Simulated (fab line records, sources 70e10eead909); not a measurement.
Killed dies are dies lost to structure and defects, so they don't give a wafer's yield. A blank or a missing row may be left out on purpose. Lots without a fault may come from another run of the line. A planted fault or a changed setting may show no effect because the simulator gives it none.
Chamber matching | flow nand_harc | NHARC_A_CHANNEL_FILL_D1_ALD_25 on ald_hk-04: 4 sister chambers
The step deposits SiOx, target thk 60 nm, pulse time 10 s, ald cycles 600. 4 wafers are shown with their chamber, then 10 later ones without.

WAFERS WITH THEIR CHAMBER
wafer  | chamber | heater_power_w (W)
L083.4 | 2       | 489
L088.6 | 1       | 409
L090.3 | 3       | 505
L090.4 | 0       | 530

WAFERS WITHOUT THEIR CHAMBER
wafer  | heater_power_w (W)
L090.6 | 514
L092.4 | 540
L092.3 | 482
L092.5 | 551
L095.2 | 492
L095.5 | 479
L095.6 | 412
L096.3 | 485
L096.6 | 519
L096.5 | 514

WHICH CHAMBER EACH WENT THROUGH
wafer  | from the rows above          | in truth
L090.6 | can't be placed: 3 or 0 or 2 | 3
L092.4 | 0                            | 0
L092.3 | can't be placed: 2 or 3      | 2
L092.5 | 0                            | 0
L095.2 | can't be placed: 2 or 3      | 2
L095.5 | can't be placed: 2 or 3      | 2
L095.6 | 1                            | 1
L096.3 | can't be placed: 2 or 3      | 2
L096.6 | can't be placed: 0 or 3 or 2 | 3
L096.5 | can't be placed: 3 or 0 or 2 | 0
Placed correctly: 3 of 10. Can't be placed from these rows: 7 (the true chamber is among the candidates in 7). Placed wrongly: 0.
How it was worked out, from the rows above alone: a wafer's distance from a chamber is the root of the sum, over the readings, of the square of ((its reading less the chamber's mean) divided by the reading's scatter). The wafer belongs to the nearest chamber; if the next one is less than 2 further off, it can't be placed. A chamber's mean is the mean of its shown wafers. The scatter: with one shown wafer a chamber, the root of the mean of the squares of how far each hidden wafer lies from its nearest shown one.
